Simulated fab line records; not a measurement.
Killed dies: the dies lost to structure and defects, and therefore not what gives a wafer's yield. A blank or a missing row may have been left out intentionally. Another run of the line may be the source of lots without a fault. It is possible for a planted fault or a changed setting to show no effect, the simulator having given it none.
fab line records | flow nand-harc
record lots=6 wafers=16 last-day=33
route steps=1302 shown A_CONTACT@1072 END@1302
lots untouched by any fault: they come from a run of this same line in which no faults occurred
start-h: start of the lot's first displayed wafer, in hours after the record's first day | wait-h: hours from the lot's prior step to this one | " repeats the value in the row above | L1.1+2: a single row standing in for several wafers | - either no value or no given start | * or withheld: withheld | < > ~ a bound
route shown NAME@n: a module of which the file shows steps, and the number in the route of the first | usual: mean/standard deviation of fault-free wafers | same: alike in all rows | chamber/n: place in a boat | sites: each site's reading | _std_site: standard deviation of those values | _edge_site: the outer-site mean with the inner-site mean subtracted | radius-mm: for every site, how far away it sits from the centre of the wafer | mask NAME#n: copy n | behind: the last tool/chamber to shape the wafer | hold: what put the lot on hold/how long, in hours/how the hold closed | device: names the non-switching transistor (n, p or np) | end of line: the route-end tests of the same wafers | for a step that has no rows: nothing shown but its recipe | killed: the dies lost at the first sort to structure and to defects; this is not the yield of the wafer | map: a wafer's dies, marking killed ones x, the rest . and places with no die _
set.NAME: the setting as run; set.NAME@STEP: as run at that earlier step | model.NAME: the simulator's own value behind a step, which no gauge read
lots seen at some steps along the route; tables by step, rows by wafer
services: the hour from which a tool's chamber was out of use, counted from the record's first day as start-h (under 0 if before that day), plus the number of hours and why
## steps
# step NHARC_A_CONTACT_COAT_02
# recipe spin-rpm=1500 resist-thk-nm=90
# step NHARC_A_CONTACT_SOFTBAKE_03
# recipe temp-c=105 time-s=55
# step NHARC_A_CONTACT_EBR_04
# step NHARC_A_CONTACT_EXPOSE_05
# recipe na=1.35 sigma-outer=0.8 dose-mj=84.24 mask-id=A_CC
# step NHARC_A_CONTACT_PEB_06
# recipe peb-temp-c=100 peb-time-s=65
# step NHARC_A_CONTACT_DEVELOP_07
# recipe develop-time-s=35 dev-temp-c=23
# step NHARC_A_CONTACT_CD_MEAS_08
# recipe target-cd-nm=200 landing-energy-ev=500
# usual cd-nm=199.8/0.54
# columns lot.wafer tool chamber start-h wait-h cd-nm
L676.1 cd-sem-01 0 536.59 - 201.3
L676.3 " 0 " " 200.9
L676.6 " 0 " " 200.9
L684.1 cd-sem-01 0 605.17 - 199.1
L684.2 " 0 " " 199.5
L684.5 " 0 " " 199.5
L687.3 cd-sem-03 0 643.10 - 200.1
L688.2 cd-sem-03 0 663.05 - 199.1
L688.5 " 0 " " 199.7
L688.6 " 0 " " 199.4
L691.2 cd-sem-03 0 671.35 - 199.5
L691.5 " 0 " " 198.9
L691.6 " 0 " " 200.1
L697.2 cd-sem-01 0 749.48 - 199.9
L697.3 " 0 " " 199.2
L697.6 " 0 " " 199.7
# step NHARC_A_CONTACT_OVL_MEAS_09
# usual overlay-x-nm=-0.3/0.92 overlay-y-nm=0.2/0.76
# columns lot.wafer tool chamber start-h wait-h overlay-x-nm overlay-y-nm
L676.1 overlay-01 - 536.68 - -1.2 1.0
L676.3 " - " " -1.6 0.4
L676.6 " - " " -1.8 0.5
L684.1 overlay-01 - 605.26 - -0.5 1.3
L684.2 " - " " -1.1 1.1
L684.5 " - " " -1.0 1.1
L687.3 overlay-02 - 643.19 - -0.6 -0.2
L688.2 overlay-02 - 663.13 - -0.1 0.9
L688.5 " - " " -0.3 1.2
L688.6 " - " " 0.1 1.0
L691.2 overlay-01 - 671.43 - 0.7 -0.4
L691.5 " - " " 0.7 -0.4
L691.6 " - " " 1.2 -0.5
L697.2 overlay-02 - 749.56 - 0.9 1.0
L697.3 " - " " 0.5 0.6
L697.6 " - " " 0.1 0.7
# step NHARC_A_CONTACT_INSPECT_10
# usual raw-defect-count=82/33
# columns lot.wafer tool chamber start-h wait-h raw-defect-count
L676.1 defect-inspect-02 - 536.72 0.0 106
L676.3 " - " " 108
L676.6 " - " " 109
L684.1 defect-inspect-01 - 605.30 0.0 85
L684.2 " - " " 81
L684.5 " - " " 62
L687.3 defect-inspect-01 - 643.22 0.0 107
L688.2 defect-inspect-02 - 663.17 0.0 82
L688.5 " - " " 87
L688.6 " - " " 68
L691.2 defect-inspect-01 - 671.47 0.0 119
L691.5 " - " " 96
L691.6 " - " " 89
L697.2 defect-inspect-01 - 749.60 0.0 124
L697.3 " - " " 136
L697.6 " - " " 132
# step NHARC_A_CONTACT_DESCUM_13
# recipe time-s=3 o2-flow-sccm=200 ar-flow-sccm=0 bias-power-w=0 chemistry=O2
# usual drypump-motor-current-A=5.6/0.47 mfc-ar-sccm=0.014/0.015 oes-product-au=1.003/0.012 rf-vpp-V=57.8/0.97 showerhead-plenum-p-Torr=1.88/0.085 throttle-valve-pct=11.311/0.0094
# columns lot.wafer tool chamber start-h wait-h drypump-motor-current-A mfc-ar-sccm oes-product-au rf-hours-counter-h rf-vpp-V showerhead-plenum-p-Torr throttle-valve-pct
L676.3 rie-diel-09 0 536.78 0.1 5.3 0.031 0.999 5 57.7 1.78 11.316
L676.1 " 3 " " 6.0 0.032 0.991 5 58.2 2.03 11.304
L676.6 " 0 " " 5.3 0.031 0.998 - 56.8 1.78 11.307
L684.2 rie-diel-02 2 605.37 0.1 6.3 0.033 1.016 7 57.6 1.87 11.315
L684.1 " 3 " " 5.2 0.009 1.009 6 58.7 1.86 11.308
L684.5 " 1 " " 6.3 0 1.001 - 57.2 1.94 11.314
L687.3 rie-diel-09 3 643.31 0.1 6.0 0.032 0.994 24 59.0 2.02 11.326
L688.2 rie-diel-09 0 663.25 0.1 5.3 0.031 0.988 27 56.4 1.77 11.309
L688.5 " 2 " " 5.2 0 0.989 - 58.4 1.77 11.306
L688.6 " 3 " " 6.0 0.032 0.988 - 59.0 2.02 11.320
L691.2 rie-diel-11 0 671.55 0.1 6.5 0.032 1.000 21 56.8 1.82 11.331
L691.5 " 2 " " 5.5 0.028 0.997 - 56.3 1.92 11.313
L691.6 " 0 " " 6.5 0.032 0.997 - 57.5 1.82 11.323
L697.3 rie-diel-09 2 749.66 0.1 5.1 0 1.005 15 57.5 1.76 11.308
L697.2 " 1 " " 5.4 0 1.019 13 56.3 1.93 11.315
L697.6 " 2 " " 5.1 0 1.009 - 56.9 1.76 11.294
# step NHARC_A_CONTACT_ETCH_88
# recipe target-depth-a=390 over-etch-frac=0.3 time-s=65 ion-energy-ev=80 cf4-flow-sccm=150 ar-flow-sccm=0 rf-w=300 bias-w=100 chemistry=CF4
# usual cf4-flow-sccm=150.0/0.45 drypump-motor-current-A=5.7/0.47 mfc-ar-sccm=0.015/0.015 oes-product-au=1.002/0.012 rf-vpp-V=150.7/1.3 run-length-s=86.3/0.36 showerhead-plenum-p-Torr=1.74/0.075 throttle-valve-pct=13.285/0.0087
# same over-etch-frac=0.3
# columns lot.wafer tool chamber start-h wait-h cf4-flow-sccm drypump-motor-current-A mfc-ar-sccm oes-product-au rf-hours-counter-h rf-vpp-V run-length-s showerhead-plenum-p-Torr throttle-valve-pct
L676.3 rie-diel-09 2 536.86 0.1 149.7 5.2 0 1.004 6 149.2 86.1 1.65 13.310
L676.1 " 1 " " 150.4 5.4 0 1.021 7 150.6 85.9 1.79 13.290
L676.6 " 2 " " 149.3 5.2 0 0.998 - 149.4 86.0 1.65 13.276
L684.2 rie-diel-02 2 605.45 0.1 149.8 6.3 0.033 1.008 7 149.5 86.3 1.73 13.290
L684.1 " 3 " " 150.5 5.2 0.009 0.995 6 151.3 86.1 1.72 13.284
L684.5 " 1 " " 149.9 6.3 0 0.995 - 153.0 85.8 1.79 13.276
L687.3 rie-diel-09 2 643.37 0.1 149.7 5.2 0 0.993 18 150.6 86.4 1.64 13.285
L688.2 rie-diel-09 3 663.32 0.1 149.9 5.9 0.032 0.989 29 151.1 86.3 1.86 13.281
L688.5 " 2 " " 150.2 5.1 0 0.992 - 150.4 86.4 1.64 13.270
L688.6 " 3 " " 150.1 6.0 0.032 0.993 - 151.9 86.8 1.86 13.282
L691.2 rie-diel-11 0 671.65 0.1 149.8 6.5 0.032 1.000 21 150.7 86.3 1.69 13.285
L691.5 " 2 " " 149.8 5.6 0.028 1.005 - 151.0 86.4 1.78 13.280
L691.6 " 0 " " 150.2 6.5 0.032 0.983 - 150.3 86.6 1.69 13.284
L697.3 rie-diel-09 0 749.76 0.1 149.8 5.3 0.031 1.009 12 149.8 85.7 1.64 13.268
L697.2 " 1 " " 150.6 5.4 0 1.022 13 150.0 86.1 1.78 13.279
L697.6 " 2 " " 150.3 5.1 0 1.007 - 149.9 86.4 1.64 13.279
# step NHARC_A_CONTACT_ETCH_89
# recipe target-depth-a=2600 over-etch-frac=0.3 time-s=475.3 ion-energy-ev=200 n2-flow-sccm=150 h2-flow-sccm=150 ar-flow-sccm=0 rf-w=400 bias-w=150 chemistry=N2/H2
# usual drypump-motor-current-A=5.6/0.45 mfc-ar-sccm=0.014/0.015 oes-product-au=1.002/0.012 rf-vpp-V=429.6/2.8 run-length-s=496.6/0.37 showerhead-plenum-p-Torr=2.01/0.095 throttle-valve-pct=14.171/0.009
# same over-etch-frac=0.3
# columns lot.wafer tool chamber start-h wait-h drypump-motor-current-A mfc-ar-sccm oes-product-au rf-hours-counter-h rf-vpp-V run-length-s showerhead-plenum-p-Torr throttle-valve-pct
L676.1 rie-diel-09 0 - - 5.3 0.031 0.996 5 427.5 496.7 1.89 14.179
L676.3 " 2 " " 5.2 0 1.000 6 426.0 496.7 1.89 14.177
L676.6 " 3 " " 6.0 0.032 0.984 - 433.2 496.8 2.17 14.171
L684.2 rie-diel-02 2 - - 6.3 0.033 1.002 7 428.1 497.1 1.99 14.157
L684.1 " 3 " " 5.2 0.009 1.004 6 429.6 496.5 1.98 14.175
L684.5 " 1 " " 6.3 0 1.005 - 432.5 496.1 2.07 14.164
L687.3 rie-diel-09 1 - - 5.4 0 1.027 23 430.3 496.5 2.07 14.169
L688.2 rie-diel-09 0 - - 5.3 0.031 0.982 28 425.4 496.4 1.88 14.189
L688.6 " 1 " " 5.4 0 1.011 - 432.0 496.9 2.06 14.166
L688.5 " 2 " " 5.2 0 0.985 - 425.6 497.0 1.88 14.174
L691.2 rie-diel-11 2 - - 5.5 0.028 1.007 22 430.0 496.8 2.05 14.180
L691.5 " 2 " " 5.6 0.028 1.002 - 430.6 497.1 2.05 14.155
L691.6 " 1 " " 5.7 0 0.994 - 431.4 497.0 2.02 14.152
L697.3 rie-diel-09 2 - - 5.2 0 1.014 15 425.4 496.5 1.87 14.176
L697.2 " 3 " " 6.0 0.032 1.005 14 433.9 496.6 2.15 14.183
L697.6 " 2 " " 5.2 0 1.004 - 424.0 496.6 1.87 14.177
# step NHARC_A_CONTACT_ETCH_30
# recipe target-depth-a=726 time-s=36.3 cf4-flow-sccm=100 chf3-flow-sccm=30 ar-flow-sccm=0 rf-w=500 bias-w=200 chemistry=CF4/CHF3
# usual cf4-flow-sccm=100.0/0.31 chf3-flow-sccm=30.00/0.083 drypump-motor-current-A=5.6/0.47 mfc-ar-sccm=0.014/0.015 oes-product-au=0.930/0.016 rf-vpp-V=369.7/2.3 run-length-s=57.6/0.36 showerhead-plenum-p-Torr=1.55/0.068 throttle-valve-pct=16.803/0.0088
# columns lot.wafer tool chamber start-h wait-h cf4-flow-sccm chf3-flow-sccm drypump-motor-current-A mfc-ar-sccm oes-product-au rf-hours-counter-h rf-vpp-V run-length-s showerhead-plenum-p-Torr throttle-valve-pct
L676.1 rie-diel-09 3 537.31 - 100.5 30.01 6.0 0.032 0.911 5 373.8 58.4 1.66 16.800
L676.3 " 0 " " 100.0 29.99 5.3 0.031 0.930 6 367.9 57.0 1.47 16.797
L676.6 " 2 " " 99.7 30.02 5.2 0 0.935 - 368.3 57.8 1.46 16.803
L684.2 rie-diel-02 1 605.88 - 100.2 30.05 6.3 0 0.923 9 371.2 57.9 1.59 16.797
L684.1 " 3 " " 100.1 29.99 5.2 0.009 0.922 7 368.5 57.0 1.53 16.801
L684.5 " 2 " " 99.9 30.04 6.3 0.033 0.933 - 369.4 58.1 1.54 16.804
L687.3 rie-diel-09 0 643.82 - 99.8 30.01 5.3 0.031 0.920 24 366.9 49.8 1.46 16.785
L688.2 rie-diel-09 2 663.77 - 99.9 29.80 5.1 0 0.928 24 367.5 57.8 1.46 16.798
L688.5 " 3 " " 99.5 30.13 6.0 0.032 0.916 - 373.4 57.7 1.66 16.807
L688.6 " 0 " " 100.1 30.09 5.3 0.031 0.927 - 366.3 49.9 1.46 16.804
L691.2 rie-diel-11 1 672.17 - 99.9 30.02 5.7 0 0.970 22 370.2 57.9 1.56 16.790
L691.6 " 2 " " 100.2 30.04 5.6 0.028 0.930 - 371.1 57.9 1.58 16.810
L691.5 " 1 " " 100.3 29.93 5.7 0 0.969 - 369.6 57.7 1.56 16.808
L697.3 rie-diel-09 2 750.20 - 99.7 29.93 5.1 0 0.925 15 366.7 57.5 1.46 16.808
L697.2 " 3 " " 99.9 30.05 6.0 0.032 0.921 14 373.4 57.9 1.65 16.802
L697.6 " 1 " " 100.1 29.96 5.4 0 0.931 - 370.9 58.2 1.59 16.803
# step NHARC_A_CONTACT_ETCH_31
# recipe target-depth-a=28000 over-etch-frac=0.3 time-s=728 ion-energy-ev=150 o2-flow-sccm=400 cos-flow-sccm=20 ar-flow-sccm=0 rf-w=500 bias-w=300 chemistry=O2/COS
# usual drypump-motor-current-A=5.6/0.46 mfc-ar-sccm=0.014/0.015 oes-product-au=1.003/0.013 rf-vpp-V=313.5/2.1 run-length-s=749.3/0.37 showerhead-plenum-p-Torr=3.07/0.13 throttle-valve-pct=28.331/0.0095
# same over-etch-frac=0.3
# columns lot.wafer tool chamber start-h wait-h drypump-motor-current-A mfc-ar-sccm oes-product-au rf-hours-counter-h rf-vpp-V run-length-s showerhead-plenum-p-Torr throttle-valve-pct
L676.1 rie-diel-09 0 - - 5.3 0.031 0.992 6 310.7 748.7 2.91 28.336
L676.3 " 2 " " 5.2 0 0.997 6 310.0 749.1 2.90 28.308
L676.6 " 0 " " 5.3 0.031 0.996 - 312.1 749.3 2.91 28.335
L684.1 rie-diel-02 3 - - 5.2 0.009 1.013 7 312.2 748.9 3.04 28.343
L684.2 " 0 " " 5.1 0 1.012 9 315.1 749.3 3.12 28.336
L684.5 " 2 " " 6.3 0.033 1.017 - 312.0 749.4 3.05 28.323
L687.3 rie-diel-09 2 - - 5.1 0 0.989 19 312.2 749.0 2.90 28.321
L688.2 rie-diel-09 0 - - 5.3 0.031 0.990 28 311.4 748.7 2.90 28.339
L688.5 " 0 " " 5.3 0.031 0.990 - 311.5 749.2 2.90 28.331
L688.6 " 1 " " 5.4 0 1.006 - 314.3 748.9 3.16 28.338
L691.2 rie-diel-11 2 - - 5.6 0.028 1.005 22 315.9 749.9 3.14 28.335
L691.5 " 1 " " 5.7 0 0.999 - 313.7 750.2 3.10 28.332
L691.6 " 2 " " 5.6 0.028 1.005 - 314.2 749.5 3.14 28.340
L697.3 rie-diel-09 0 - - 5.3 0.031 1.014 12 310.9 748.8 2.90 28.317
L697.2 " 1 " " 5.4 0 1.027 14 314.6 749.0 3.15 28.315
L697.6 " 1 " " 5.4 0 1.029 - 313.5 749.2 3.15 28.330
# step NHARC_END_SORT_01
# recipe temp-c=25
# usual killed-at-array=54/17 killed-at-other=1.0/1.4 killed-at-periphery=3.6/2.1 killed-dies=58/17 killed-open=3.2/2 killed-short=2.5/1.5
# same gross-dies=677
# columns lot.wafer tool chamber start-h wait-h killed-at-array killed-at-other killed-at-periphery killed-dies killed-open killed-short
L676.1 prober-01 0 586.73 2.5 65 0 2 67 3 1
L676.3 prober-01 0 588.34 3.1 84 0 2 86 5 2
L676.6 prober-01 0 590.75 4.0 87 1 5 93 3 3
L684.1 prober-01 0 654.56 2.5 59 2 2 63 2 2
L684.2 prober-01 0 655.36 2.8 39 3 2 44 2 2
L684.5 prober-01 0 657.75 3.7 30 3 2 35 0 5
L687.3 prober-02 0 697.59 3.1 87 0 0 87 1 3
L688.2 prober-02 0 711.74 2.8 63 0 6 69 7 1
L688.5 prober-02 0 714.11 3.7 60 0 4 64 2 3
L688.6 prober-02 0 714.90 4.0 85 0 1 86 1 2
L691.2 prober-02 0 722.94 2.8 67 0 5 72 3 0
L691.5 prober-02 0 725.31 3.7 72 0 5 77 2 4
L691.6 prober-02 0 726.11 4.0 62 1 3 66 1 0
L697.2 prober-02 0 799.84 2.8 64 1 1 66 2 1
L697.3 prober-02 0 800.64 3.1 93 0 1 94 3 4
L697.6 prober-02 0 803.02 4.0 78 1 1 80 1 1
# killed by level:class
L676.1 A_CHANNEL_HOLE_D1:chamber-film-flake=27 A_SLIT:chamber-film-flake=26 A_CHANNEL_HOLE_D2:chamber-film-flake=5 A_STAIRCASE:chamber-film-flake=2 P_M1:geometric-particle:open=1 A_ONON_D2:geometric-particle:open=1 A_SGD_CUT:geometric-particle:short=1 A_BLC:geometric-particle:open=1
L676.3 A_SLIT:chamber-film-flake=33 A_CHANNEL_HOLE_D1:chamber-film-flake=28 A_CHANNEL_HOLE_D2:chamber-film-flake=15 P_CONTACT:geometric-particle:open=2 A_CHANNEL_FILL_D1:geometric-particle:open=1 A_ONON_D2:geometric-particle:short=1 A_CHANNEL_HOLE_D2:geometric-particle:short=1 A_SGD_CUT:geometric-particle:open=1
L676.6 A_CHANNEL_HOLE_D1:chamber-film-flake=35 A_SLIT:chamber-film-flake=27 A_CHANNEL_HOLE_D2:chamber-film-flake=16 P_ZERO_WELL:chamber-film-flake=2 A_BONDPAD:chamber-film-flake=2 P_CONTACT:geometric-particle:open=1 P_M0:geometric-particle:short=1 P_M1:geometric-particle:open=1
L684.1 A_CHANNEL_HOLE_D1:chamber-film-flake=36 A_CHANNEL_HOLE_D2:chamber-film-flake=15 A_CONTACT:chamber-film-flake=4 THIN_TSV:chamber-film-flake=2 P_GATE:geometric-particle:open=1 A_ONON_D1:geometric-particle:short=1 A_CHANNEL_FILL_D1:geometric-particle:open=1 A_CHANNEL_FILL_D1:geometric-particle:short=1
L684.2 A_CHANNEL_HOLE_D2:chamber-film-flake=18 A_CHANNEL_HOLE_D1:chamber-film-flake=11 A_CONTACT:chamber-film-flake=3 THIN_TSV:chamber-film-flake=3 A_SLIT:chamber-film-flake=2 A_STAIRCASE:chamber-film-flake=2 P_M0:geometric-particle:short=1 A_SGD_CUT:geometric-particle:open=1
L684.5 A_CHANNEL_HOLE_D1:chamber-film-flake=14 A_CHANNEL_HOLE_D2:chamber-film-flake=8 A_WL_FILL:geometric-particle:short=3 THIN_TSV:chamber-film-flake=3 P_CONTACT:geometric-particle:short=1 A_CHANNEL_FILL_D1:geometric-particle:short=1 P_CONTACT:chamber-film-flake=1 A_SLIT:chamber-film-flake=1
L687.3 A_CHANNEL_HOLE_D2:chamber-film-flake=25 A_CHANNEL_HOLE_D1:chamber-film-flake=20 A_CONTACT:area-etch=19 A_SGD_CUT:chamber-film-flake=7 A_CHANNEL_FILL_D2:chamber-film-flake=4 A_STAIRCASE:chamber-film-flake=2 A_SLIT:chamber-film-flake=2 A_WL_FILL:chamber-film-flake=2
L688.2 A_SLIT:chamber-film-flake=38 A_CHANNEL_HOLE_D1:chamber-film-flake=15 P_CONTACT:geometric-particle:open=2 P_M0:geometric-particle:open=2 A_BLC:chamber-film-flake=2 A_STAIRCASE:chamber-film-flake=2 A_CONTACT:chamber-film-flake=2 P_M1:geometric-particle:open=1
L688.5 A_SLIT:chamber-film-flake=40 A_CHANNEL_HOLE_D1:chamber-film-flake=4 A_STAIRCASE:chamber-film-flake=4 A_CONTACT:chamber-film-flake=4 A_M0:geometric-particle:open=2 P_STI:chamber-film-flake=2 P_GATE:chamber-film-flake=2 A_ONON_D1:geometric-particle:short=1
L688.6 A_CONTACT:area-etch=39 A_SLIT:chamber-film-flake=32 A_CHANNEL_HOLE_D1:chamber-film-flake=7 A_CONTACT:chamber-film-flake=4 A_ONON_D2:geometric-particle:short=1 A_CHANNEL_HOLE_D1:geometric-particle:short=1 A_M1:geometric-particle:open=1 P_STI:chamber-film-flake=1
L691.2 A_SLIT:chamber-film-flake=28 A_CHANNEL_HOLE_D2:chamber-film-flake=17 A_CHANNEL_HOLE_D1:chamber-film-flake=14 P_STI:chamber-film-flake=2 A_ZERO_WELL:chamber-film-flake=2 A_STAIRCASE:chamber-film-flake=2 A_CHANNEL_FILL_D1:geometric-particle:open=1 A_ONON_D2:geometric-particle:open=1
L691.5 A_SLIT:chamber-film-flake=28 A_CHANNEL_HOLE_D2:chamber-film-flake=23 A_CHANNEL_HOLE_D1:chamber-film-flake=9 A_CHANNEL_FILL_D1:chamber-film-flake=3 A_CONTACT:chamber-film-flake=2 P_M0:geometric-particle:open=1 A_CHANNEL_FILL_D1:geometric-particle:open=1 A_DECK1_JOINT:geometric-particle:short=1
L691.6 A_SLIT:chamber-film-flake=28 A_CHANNEL_HOLE_D2:chamber-film-flake=22 A_CHANNEL_HOLE_D1:chamber-film-flake=5 P_M1:chamber-film-flake=3 A_CHANNEL_FILL_D1:chamber-film-flake=2 A_STAIRCASE:chamber-film-flake=2 A_CONTACT:chamber-film-flake=2 STARTING-WAFER:geometric-particle:open=1
L697.2 A_SLIT:chamber-film-flake=23 A_CHANNEL_HOLE_D2:chamber-film-flake=19 A_CHANNEL_HOLE_D1:chamber-film-flake=8 A_CHANNEL_FILL_D1:chamber-film-flake=4 A_CHANNEL_FILL_D2:chamber-film-flake=2 A_STAIRCASE:chamber-film-flake=2 A_CHANNEL_FILL_D1:geometric-particle:open=1 A_CHANNEL_FILL_D1:geometric-particle:short=1
L697.3 A_SLIT:chamber-film-flake=36 A_CHANNEL_HOLE_D2:chamber-film-flake=34 A_CHANNEL_HOLE_D1:chamber-film-flake=7 A_CONTACT:geometric-particle:open=2 A_M1:geometric-particle:short=2 A_CHANNEL_FILL_D1:chamber-film-flake=2 A_CHANNEL_FILL_D2:chamber-film-flake=2 A_WL_FILL:chamber-film-flake=2
L697.6 A_CHANNEL_HOLE_D2:chamber-film-flake=32 A_CHANNEL_HOLE_D1:chamber-film-flake=24 A_SLIT:chamber-film-flake=13 A_CHANNEL_FILL_D1:chamber-film-flake=2 A_DECK1_JOINT:chamber-film-flake=2 P_GATE:geometric-particle:short=1 A_CONTACT:geometric-particle:open=1 A_CHANNEL_FILL_D2:chamber-film-flake=1
## services
# columns tool chamber start-h hours kind
rie-diel-09 0 530.82 5.3 repair
rie-diel-09 1 531.24 - clean
rie-diel-09 2 531.24 - clean
rie-diel-09 3 531.24 - clean
rie-diel-09 0 555.74 - clean
rie-diel-09 1 555.74 - clean
rie-diel-09 2 555.74 - clean
rie-diel-09 3 555.74 - clean
rie-diel-02 - 570.87 9.0 pm
rie-diel-09 2 572.13 18.2 repair
rie-diel-09 0 580.24 - clean
rie-diel-09 1 580.24 - clean
rie-diel-09 3 580.24 - clean
rie-diel-09 0 604.74 - clean
rie-diel-09 1 604.74 - clean
rie-diel-09 2 604.74 - clean
rie-diel-09 3 604.74 - clean
rie-diel-11 - 609.86 9.0 pm
rie-diel-11 1 658.13 4.1 repair
rie-diel-11 3 658.46 15.1 repair
rie-diel-02 1 663.23 13.8 repair
rie-diel-09 - 674.26 9.0 pm
rie-diel-02 2 725.34 8.4 repair
rie-diel-02 - 747.87 9.0 pm
## key
first-sign step=NHARC_A_CONTACT_ETCH_30 reading=run-length-s direction=down sigmas=22 usual=* struck=*
more-kills-born-at NHARC_A_CONTACT_ETCH_30@rie-diel-09=58
met-at NHARC_A_CONTACT_ETCH_30
struck-wafers L687.3,L688.6
tester-left-out L687,L688
onset-between 537.31 643.82
earlier-fault kind=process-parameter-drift tool=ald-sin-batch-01 chamber=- onset-h=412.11 steps=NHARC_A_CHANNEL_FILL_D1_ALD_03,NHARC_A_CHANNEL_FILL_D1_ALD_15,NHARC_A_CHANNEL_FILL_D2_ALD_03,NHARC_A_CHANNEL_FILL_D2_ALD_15 channel=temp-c offset=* shape=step end-h=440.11 stated=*
fault kind=process-parameter-drift tool=rie-diel-09 chamber=0 onset-h=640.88 steps=NHARC_A_CONTACT_ETCH_30 channel=time-s offset=* shape=step end-h=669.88 acts-in=* stated=*
# tester-left-out: of these lots the tester's yield and bins aren't shown, on N5 and GAA mostly nor the transistor test; their killed dies are dies lost to structure and defects alone, not to doping, threshold or leakage, so they don't give the yield
